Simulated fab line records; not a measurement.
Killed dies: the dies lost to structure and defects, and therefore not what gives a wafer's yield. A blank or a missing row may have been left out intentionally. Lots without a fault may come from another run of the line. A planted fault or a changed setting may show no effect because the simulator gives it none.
fab line records | flow n5_finfet | part 2 of 2: steps 16 to 21 of 21
record: lots: 5 | wafers: 15 | last_day: 17
route steps=1938 shown HKMG_FIN@437
lots untouched by any fault: they come from a run of this same line in which no faults occurred
start_h: hours from the record's opening day to when the first of the lot's shown wafers began | wait_h: hours since the lot's step before | " repeats the value in the row above | L1.1+2: one row covering several wafers at once | - value missing, or start not given | * or withheld: withheld | < > ~ a bound
route shown NAME@n: a module of which the file shows steps, and the number in the route of the first | usual: mean/standard deviation taken from wafers without a fault | same: alike in all rows | chamber/n: place in a boat | sites: each site's reading | _std_site: the values' standard deviation | _edge_site: mean of outer sites minus mean of inner sites | radius_mm: for every site, how far away it sits from the centre of the wafer | mask NAME#n: copy n | behind: the last tool/chamber to shape the wafer | hold: the reason the lot was held/the length of the hold in hours/how it ended | device: transistor that didn't switch, given as n, p or np | end of line: the tests these same wafers got at the end of their route | a step without rows: its recipe alone | killed: dies lost to structure and defects at the first sort, not the wafer's yield | map: dies across one wafer; x = killed, . = not, _ = none there
set.NAME: the setting as run; set.NAME@STEP: as run at that earlier step | model.NAME: the simulator's own value behind a step, which no gauge read
a table for each step, a row for each wafer; lots at some steps of the route
services: when a tool's chamber went out of use (start_h, in hours from the record's first day, below 0 if earlier), for how many hours, and the reason
== steps ==
step: N5_HKMG_FIN_STRIP_90
recipe: chemistry: N2/H2 | material: SOC | time_s: 20 | power_w: 500 | temp_c: 40 | pressure_mtorr: 50 | rf_frequency_hz: 6e+07 | bias_power_w: 8 | h2_frac: 0.5 | n2_flow_sccm: 300 | h2_flow_sccm: 300
usual: chamber_pressure_mTorr: 50.00/0.045 | drypump_motor_current_A: 5.6/0.43 | oes_product_au: 0.80/0.1 | power_w: 499.9/1.6 | rf_vpp_V: 54.2/0.88 | showerhead_plenum_p_Torr: 3.37/0.12 | throttle_valve_pct: 18.9/0.71
lot.wafer | tool        | chamber | start_h | wait_h | chamber_pressure_mTorr | drypump_motor_current_A | oes_product_au | power_w | rf_hours_counter_h | rf_vpp_V | showerhead_plenum_p_Torr | throttle_valve_pct
L084.1    | rie_diel-01 | 3       | 143.66  | 0.0    | 49.98                  | 5.6                     | 0.79           | 498.0   | 93                 | 52.8     | 3.38                     | 18.2
L084.3    | "           | 1       | "       | "      | 50.02                  | 5.0                     | 0.71           | 499.9   | 207                | 55.3     | 3.48                     | 20.3
L084.6    | "           | 1       | "       | "      | 49.91                  | 5.0                     | 0.71           | 499.5   | -                  | 53.3     | 3.48                     | 20.3
L087.3    | rie_diel-03 | 3       | 159.76  | 0.0    | 49.97                  | 5.4                     | 0.79           | 502.5   | 78                 | 53.6     | 3.51                     | 18.3
L087.4    | "           | 2       | "       | "      | 50.03                  | 6.0                     | 0.91           | 500.2   | -                  | 53.9     | 3.53                     | 18.2
L087.6    | "           | 0       | "       | "      | 49.90                  | 5.5                     | 0.72           | 497.8   | -                  | 53.6     | 3.22                     | 19.9
L092.3    | rie_diel-01 | 2       | 186.70  | 0.0    | 49.92                  | 5.9                     | 1.01           | 499.2   | 1                  | 53.6     | 3.55                     | 18.6
L092.4    | "           | 3       | "       | "      | 50.01                  | 5.6                     | 0.78           | 499.3   | 114                | 54.7     | 3.37                     | 18.3
L092.6    | "           | 3       | "       | "      | 50.06                  | 5.6                     | 0.77           | 499.9   | -                  | 54.3     | 3.37                     | 18.3
L094.1    | rie_diel-05 | 1       | 201.41  | 0.0    | 50.13                  | 5.6                     | 0.77           | 499.8   | 123                | 53.5     | 3.23                     | 18.9
L094.2    | "           | 2       | "       | "      | 50.06                  | 5.8                     | 0.68           | 501.0   | 239                | 53.9     | 3.28                     | 19.0
L094.6    | "           | 0       | "       | "      | 50.02                  | 4.7                     | 0.87           | 497.5   | -                  | 54.4     | 3.42                     | 18.3
L095.2    | rie_diel-05 | 2       | 206.56  | 0.0    | 50.06                  | 5.7                     | 0.68           | 497.2   | 240                | 55.0     | 3.28                     | 19.0
L095.3    | "           | 3       | "       | "      | 50.01                  | 6.3                     | 0.88           | 497.7   | 33                 | 53.2     | 3.25                     | 18.2
L095.5    | "           | 1       | "       | "      | 49.91                  | 5.6                     | 0.77           | 503.0   | -                  | 51.8     | 3.23                     | 18.9
step: N5_HKMG_FIN_WET_ETCH_73
recipe: chemistry: SC1 | mix: 1:2:40 | temp_c: 50 | time_s: 42.3 | target_depth_nm: 1.3 | dry: ipa_marangoni | rinse_time_s: 30 | rinse_temp_c: 23
usual: diw_flow_mL_min: 1395/4.2
same: rinse_time_s: 30
lot.wafer | tool         | chamber | start_h | wait_h | diw_flow_mL_min
L084.1    | wet_bench-01 | 7       | 143.76  | 0.1    | 1398
L084.3    | "            | 1       | "       | "      | 1395
L084.6    | "            | 6       | "       | "      | 1398
L087.3    | wet_bench-06 | 4       | 159.86  | 0.1    | 1392
L087.4    | "            | 5       | "       | "      | 1399
L087.6    | "            | 3       | "       | "      | 1396
L092.3    | wet_bench-06 | 3       | 186.80  | 0.1    | 1394
L092.4    | "            | 5       | "       | "      | 1405
L092.6    | "            | 7       | "       | "      | 1400
L094.1    | wet_bench-06 | 3       | 201.51  | 0.1    | 1400
L094.2    | "            | 7       | "       | "      | 1395
L094.6    | "            | 0       | "       | "      | 1395
L095.2    | wet_bench-05 | 5       | 206.66  | 0.1    | 1394
L095.3    | "            | 3       | "       | "      | 1396
L095.5    | "            | 4       | "       | "      | 1400
step: N5_HKMG_FIN_ETCHBACK_68
recipe: chemistry: Cl2/Ar | stop_on: HfO2 | target_depth_a: 5 | pressure_mtorr: 10 | icp_w: 600 | bias_w: 60 | Cl2_flow_sccm: 40 | Ar_flow_sccm: 60
usual: chamber_pressure_mTorr: 9.999/0.0094 | drypump_motor_current_A: 5.9/0.52 | oes_product_au: 0.69/0.12 | throttle_valve_pct: 20.93/0.2
lot.wafer | tool         | chamber | start_h | wait_h | chamber_pressure_mTorr | drypump_motor_current_A | oes_product_au | rf_hours_counter_h | throttle_valve_pct
L084.1    | rie_metal-01 | 1       | 143.82  | 0.0    | 10.005                 | 5.8                     | 0.81           | 31                 | 20.62
L084.3    | "            | 0       | "       | "      | 10.023                 | 4.8                     | 0.66           | -                  | 20.71
L084.6    | "            | 1       | "       | "      | 9.998                  | 5.8                     | 0.81           | -                  | 20.64
L087.3    | rie_metal-02 | 1       | 159.95  | 0.1    | 9.994                  | 6.2                     | 0.61           | -                  | 20.92
L087.4    | "            | 0       | "       | "      | 10.026                 | 6.5                     | 0.62           | -                  | 21.14
L087.6    | "            | 0       | "       | "      | 10.002                 | 6.5                     | 0.61           | -                  | 21.15
L092.3    | rie_metal-01 | 0       | 186.90  | 0.1    | 10.011                 | 4.8                     | 0.65           | -                  | 20.74
L092.4    | "            | 1       | "       | "      | 10.000                 | 5.8                     | 0.79           | -                  | 20.65
L092.6    | "            | 1       | "       | "      | 10.003                 | 5.8                     | 0.79           | -                  | 20.64
L094.1    | rie_metal-01 | 1       | 201.57  | 0.0    | 9.987                  | 5.8                     | 0.79           | 39                 | 20.63
L094.2    | "            | 0       | "       | "      | 10.014                 | 4.8                     | 0.64           | 108                | 20.74
L094.6    | "            | 1       | "       | "      | 10.005                 | 5.8                     | 0.78           | -                  | 20.66
L095.2    | rie_metal-03 | 1       | 206.72  | 0.0    | 9.992                  | 5.4                     | 0.87           | 14                 | 20.78
L095.3    | "            | 1       | "       | "      | 9.995                  | 5.5                     | 0.87           | -                  | 20.79
L095.5    | "            | 0       | "       | "      | 9.985                  | 5.9                     | 0.66           | -                  | 21.26
step: N5_HKMG_FIN_STRIP_69
recipe: chemistry: N2/H2 | power_w: 2500 | temp_c: 300 | h2_frac: 0.65 | time_s: 360 | pressure_mtorr: withheld | n2_flow_sccm: 1750 | h2_flow_sccm: 3250
usual: drypump_motor_current_A: 5.3/0.37 | heater_power_w: 490/42
lot.wafer | tool            | chamber | start_h | wait_h | drypump_motor_current_A | heater_power_w | rf_hours_counter_h
L084.1    | plasma_asher-01 | 0       | 143.96  | 0.1    | 5.7                     | 465            | 51
L084.3    | "               | 0       | "       | "      | 5.7                     | 470            | -
L084.6    | "               | 0       | "       | "      | 5.7                     | 452            | -
L087.3    | plasma_asher-02 | 1       | 160.17  | 0.2    | 5.1                     | 529            | -
L087.4    | "               | 0       | "       | "      | 4.8                     | 521            | -
L087.6    | "               | 0       | "       | "      | 4.8                     | 512            | -
L092.3    | plasma_asher-02 | 1       | 187.12  | 0.2    | 5.1                     | 545            | -
L092.4    | "               | 0       | "       | "      | 4.8                     | 504            | -
L092.6    | "               | 1       | "       | "      | 5.1                     | 522            | -
L094.1    | plasma_asher-01 | 0       | 201.71  | 0.1    | 5.7                     | 459            | 58
L094.2    | "               | 1       | "       | "      | 5.7                     | 423            | 58
L094.6    | "               | 1       | "       | "      | 5.7                     | 432            | -
L095.2    | plasma_asher-01 | 0       | 206.86  | 0.1    | 5.7                     | 459            | 59
L095.3    | "               | 0       | "       | "      | 5.7                     | 467            | -
L095.5    | "               | 0       | "       | "      | 5.7                     | 473            | -
step: N5_HKMG_FIN_ALD_21
recipe: material: TiN | target_thk_a: 15 | temp_c: 400 | ald_precursor_family: TiCl4 | ald_co_reactant: NH3 | pulse_time_s: 1 | purge_time_s: 3 | co_reactant_purge_time_s: 2 | co_reactant_pulse_time_s: 2 | ald_cycles: 68 | pressure_torr: 3
usual: chamber_pressure_Torr: 3.000/0.0066 | heater_power_w: 915/140 | precursor_pulse_height_rel: 1.001/0.021
lot.wafer | tool         | chamber | start_h | wait_h | chamber_pressure_Torr | heater_power_w | precursor_pulse_height_rel
L084.1    | ald_metal-02 | 0       | 144.35  | 0.3    | 2.997                 | 961            | 0.977
L084.3    | "            | 3       | "       | "      | 3.010                 | 860            | 0.976
L084.6    | "            | 3       | "       | "      | 2.995                 | 847            | 1.006
L087.3    | ald_metal-03 | 2       | 160.44  | 0.1    | 3.009                 | 798            | 0.994
L087.4    | "            | 1       | "       | "      | 3.005                 | 1133           | 0.993
L087.6    | "            | 2       | "       | "      | 3.000                 | 786            | 1.007
L092.3    | ald_metal-02 | 1       | 187.39  | 0.1    | 2.988                 | 918            | 1.026
L092.4    | "            | 0       | "       | "      | 2.996                 | 965            | 0.984
L092.6    | "            | 3       | "       | "      | 2.999                 | 827            | 0.983
L094.1    | ald_metal-02 | 3       | 202.09  | 0.3    | 2.987                 | 825            | 0.998
L094.2    | "            | 1       | "       | "      | 2.996                 | 903            | 1.034
L094.6    | "            | 3       | "       | "      | 2.996                 | 843            | 1.009
L095.2    | ald_metal-04 | 2       | 207.24  | 0.3    | 2.998                 | 750            | 0.972
L095.3    | "            | 0       | "       | "      | 3.003                 | 681            | 0.967
L095.5    | "            | 2       | "       | "      | 2.996                 | 761            | 0.993
step: N5_HKMG_FIN_ALD_72
recipe: material: W | target_thk_a: 20 | temp_c: 300 | pressure_torr: 7.5 | ald_precursor_family: WF6 | ald_co_reactant: B2H6 | pulse_time_s: 1 | purge_time_s: 2 | co_reactant_purge_time_s: 2 | co_reactant_pulse_time_s: 3 | ald_cycles: 7
usual: chamber_pressure_Torr: 7.503/0.016 | heater_power_w: 458/25 | precursor_pulse_height_rel: 0.997/0.02
lot.wafer | tool     | chamber | start_h | wait_h | chamber_pressure_Torr | heater_power_w | precursor_pulse_height_rel
L084.1    | cvd_w-01 | 1       | 144.71  | 0.2    | 7.506                 | 444            | 1.001
L084.3    | "        | 1       | "       | "      | 7.490                 | 432            | 1.012
L084.6    | "        | 0       | "       | "      | 7.505                 | 415            | 0.994
L087.3    | cvd_w-02 | 0       | 160.82  | 0.2    | 7.487                 | 487            | 0.979
L087.4    | "        | 1       | "       | "      | 7.525                 | 443            | 0.988
L087.6    | "        | 0       | "       | "      | 7.503                 | 496            | 0.968
L092.3    | cvd_w-02 | 1       | 187.78  | 0.2    | 7.517                 | 449            | 0.996
L092.4    | "        | 0       | "       | "      | 7.501                 | 478            | 1.010
L092.6    | "        | 1       | "       | "      | 7.500                 | 446            | 1.006
L094.1    | cvd_w-02 | 0       | 202.45  | 0.2    | 7.506                 | 501            | 0.999
L094.2    | "        | 1       | "       | "      | 7.501                 | 441            | 1.004
L094.6    | "        | 1       | "       | "      | 7.493                 | 450            | 1.027
L095.2    | cvd_w-02 | 1       | 207.61  | 0.2    | 7.514                 | 448            | 0.967
L095.3    | "        | 1       | "       | "      | 7.514                 | 449            | 0.995
L095.5    | "        | 0       | "       | "      | 7.485                 | 480            | 0.988
== services ==
tool            | chamber | start_h | hours | kind
rie_metal-01    | -       | 120.43  | 0.8   | repair
rie_diel-01     | 3       | 120.80  | 2.2   | repair
rie_diel-01     | 1       | 123.00  | 5.2   | repair
cvd_w-01        | -       | 126.98  | 2.8   | pm
ald_metal-02    | -       | 137.72  | 6.0   | pm
rie_metal-03    | -       | 140.87  | 57.9  | repair
rie_diel-01     | 0       | 141.30  | -     | clean
rie_diel-01     | 0       | 141.30  | -     | consumable_replace:focus_ring
rie_diel-01     | 0       | 141.30  | 18.6  | scheduled_down
rie_diel-01     | 0       | 141.30  | 18.6  | vent_cycle
rie_metal-02    | 0       | 145.50  | 5.4   | repair
cvd_w-01        | 0       | 147.41  | 4.9   | repair
cvd_w-01        | -       | 153.20  | 1.2   | repair
rie_diel-03     | 1       | 157.81  | -     | clean
rie_diel-03     | 1       | 157.81  | -     | consumable_replace:focus_ring
rie_diel-03     | 1       | 157.81  | -     | consumable_replace:showerhead
rie_diel-03     | 1       | 157.81  | 22.6  | scheduled_down
rie_diel-03     | 1       | 157.81  | 22.6  | vent_cycle
rie_diel-01     | 2       | 159.92  | -     | clean
plasma_asher-01 | -       | 167.89  | 10.1  | repair
rie_diel-03     | 0       | 167.94  | 1.8   | repair
ald_metal-04    | 0       | 168.96  | 11.9  | repair
plasma_asher-02 | -       | 204.30  | 0.7   | repair
cvd_w-01        | 0       | 207.56  | 5.0   | repair
